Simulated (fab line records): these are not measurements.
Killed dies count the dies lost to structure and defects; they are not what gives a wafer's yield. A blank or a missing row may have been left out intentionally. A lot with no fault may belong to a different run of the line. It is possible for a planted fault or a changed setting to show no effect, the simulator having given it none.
Chamber matching | flow nand-harc | pecvd-01 running NHARC_A_M1_DEP_33: 3 sister chambers
The step deposits SiCN, target thk 30 nm. 14 wafers are shown with their chamber, then 7 later ones without.

## WAFERS, EACH WITH ITS CHAMBER
wafer  | chamber | heater-power-w (W) | rf-fwd-power-W (W)
L934.1 | 2       | 667                | 450.3
L934.3 | 0       | 477                | 449.7
L934.6 | 1       | 530                | 448.8
L939.1 | 2       | 648                | 450.3
L939.5 | 1       | 601                | 449.2
L939.6 | 2       | 646                | 449.5
L944.1 | 2       | 646                | 449.0
L944.3 | 0       | 616                | 449.4
L944.5 | 1       | 562                | 451.0
L953.1 | 2       | 638                | 449.0
L953.3 | 1       | 526                | 452.0
L953.5 | 2       | 641                | 447.3
L951.1 | 1       | 582                | 449.5
L951.2 | 2       | 628                | 450.4

SIGNATURES (means of the wafers above)
reading        | chamber 0 | chamber 1 | chamber 2 | scatter within a chamber
heater-power-w | 546.50    | 560.20    | 644.86    | 36.6
rf-fwd-power-W | 449.550   | 450.100   | 449.400   | 1.16
Rule: a wafer lies at a distance from a chamber equal to the root of the sum of squares, over the readings, of (its reading less the chamber's mean, divided by the reading's scatter). If the next closest chamber is less than 2 further off than the closest, the wafer can't be placed; otherwise it belongs to the closest. The scatter: take each reading less its chamber's mean, square it, sum over the shown wafers, divide by the number of wafers less the number of chambers, and take the root.

## WAFERS MISSING THEIR CHAMBER
wafer  | heater-power-w (W) | rf-fwd-power-W (W)
L951.6 | 591                | 449.5
L956.2 | 560                | 448.7
L956.3 | 659                | 448.5
L956.6 | 577                | 449.1
L955.1 | 593                | 447.7
L955.3 | 598                | 448.2
L955.4 | 602                | 449.5

## CHAMBER TAKEN BY EACH
wafer  | from the rows above          | in truth
L951.6 | can't be placed: 1 or 0 or 2 | 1
L956.2 | can't be placed: 0 or 1 or 2 | 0
L956.3 | 2                            | 2
L956.6 | can't be placed: 0 or 1 or 2 | 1
L955.1 | can't be placed: 2 or 0 or 1 | 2
L955.3 | can't be placed: 2 or 0 or 1 | 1
L955.4 | can't be placed: 2 or 1 or 0 | 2
1 of 7 placed correctly. Not placeable from these rows: 6 (in 6, the candidates include the true chamber). 0 placed wrongly.
